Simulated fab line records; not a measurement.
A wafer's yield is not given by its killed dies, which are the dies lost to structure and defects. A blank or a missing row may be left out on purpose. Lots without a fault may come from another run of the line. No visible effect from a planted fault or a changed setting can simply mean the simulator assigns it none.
A lot that was struck, set against a sound lot :: flow nandHarc :: 15 steps out of a route of 1159
Sound: the wafers L183.3, L183.5, L183.6. Struck: wafer L190.6 (L190.3, L190.5, from the same lot, were not struck and are left out); the cause is given at the end.
Order at every step that has rows: each side's tool, ch and its chambers, its first start. Under that, the readings that differ: sound wafers :: struck wafers :: difference of the means :: sigmas: that difference in standard deviations of wafers without a fault.
alike: a reading whose means differ by less than 2 such deviations, as well as words and numbers matching on both sides. not compared: withheld readings; readings where some wafer has no value; bounds like >300 that might hide an equal value; numbers whose values overlap and for which the record gives no deviation.
The two part at a step that has a row with sigmas, a row that says differs or no value, or rows on one side only. Non-overlapping numbers with no deviation appear without sigmas and do not part them. A reading that every wafer of one side lacks parts them only if that side has two wafers or more.

NHARC_P_GATE_INSPECT_28:
  struck on defectInspect-01, day 8 04:53; sound on defectInspect-02, day 6 12:39
  alike: rawDefectCount
NHARC_P_GATE_DESCUM_31: chemistry O2, time 3 s.
  sound on rieDiel-10 ch 2,3, day 6 12:43; struck on rieDiel-12 ch 2, day 8 04:57
reading: mfcArSccm (sccm)
sound: 0.005 0.005 0.018
struck: 0.035
difference: +0.026
sigmas: +2

reading: oesProductAu (a.u.)
sound: 1.026 1.031 0.992
struck: 0.973
difference: -0.043
sigmas: -2

reading: showerheadPlenumPTorr (Torr)
sound: 1.79 1.79 1.82
struck: 2.03
difference: +0.23
sigmas: +3
  alike: drypumpMotorCurrentA, rfVppV, throttleValvePct
  not compared: rfHoursCounterH
then, 1 step without rows for these wafers: NHARC_P_GATE_ETCH_104 (etches the open film in CF4/CHF3, target depth 60 nm).
NHARC_P_GATE_HM_OPEN_105: chemistry O2/COS, target depth 360 nm.
  sound on rieDiel-10 ch 1,2; struck on rieDiel-12 ch 1
reading: oesProductAu (a.u.)
sound: 1.042 1.034 1.036
struck: 0.989
difference: -0.048
sigmas: -3
  alike: drypumpMotorCurrentA, mfcArSccm, rfVppV, showerheadPlenumPTorr, throttleValvePct
  not compared: rfHoursCounterH
then, 1 step without rows for these wafers: NHARC_P_GATE_STRIP_106 (strips in O2/COS).
NHARC_P_GATE_ETCH_114: etches the open film in CF4/O2, target depth 30 nm, overetch 3 nm, time 16.5 s.
  sound on rieDiel-10 ch 0,1,3; struck on rieDiel-12 ch 0
  alike: drypumpMotorCurrentA, mfcArSccm, oesProductAu, rfVppV, showerheadPlenumPTorr, throttleValvePct
  not compared: rfHoursCounterH
NHARC_P_GATE_ETCH_32: etches the open film in HBr/Cl2, target depth 150 nm, time 100.1 s.
  sound on rieSi-03 ch 1,2,3, day 6 13:27; struck on rieSi-06 ch 2, day 8 05:27
  alike: drypumpMotorCurrentA, oesProductAu, throttleValvePct
  not compared: rfHoursCounterH
NHARC_P_GATE_STRIP_108: strips in O2.
  sound on rieDiel-03 ch 0,1, day 6 13:35; struck on rieDiel-03 ch 1, day 8 05:38
  alike: drypumpMotorCurrentA, mfcArSccm, oesProductAu, rfVppV, showerheadPlenumPTorr, throttleValvePct
  not compared: rfHoursCounterH
NHARC_P_GATE_CD_MEAS_33:
  struck on cdSem-03, day 8 05:47; sound on cdSem-03, day 6 13:44
  alike: cdNm
then, 3 steps without rows for these wafers: NHARC_P_GATE_STRIP_35 (strips in SPM, time 600 s); NHARC_P_GATE_PRECLEAN_73 (cleans in SC1); NHARC_P_GATE_SRD_74.
NHARC_P_GATE_ALD_36: deposits SiNx, target thk 20 nm, pulse time 60 s, ald cycles 223.
  sound on aldSin-02 ch 0,3, day 6 16:58; struck on aldSin-02 ch 0, day 8 10:31
reading: aldCycles
sound: 223 223 223
struck: 208
difference: -15
sigmas: 

reading: precursorPulseHeightRel
sound: 1.021 1.007 0.984
struck: 0.964
difference: -0.040
sigmas: -2
  alike: heaterPowerW
then, 2 steps without rows for these wafers: NHARC_P_GATE_ETCHBACK_37 (etches the open film in CHF3/O2, target depth 34.5 nm, time 17.2 s); NHARC_END_SORT_01.

## WHERE THEY PART
At NHARC_P_GATE_DESCUM_31 first; at NHARC_P_GATE_ALD_36 last (within this record only).

WHY: the cause the simulator had injected
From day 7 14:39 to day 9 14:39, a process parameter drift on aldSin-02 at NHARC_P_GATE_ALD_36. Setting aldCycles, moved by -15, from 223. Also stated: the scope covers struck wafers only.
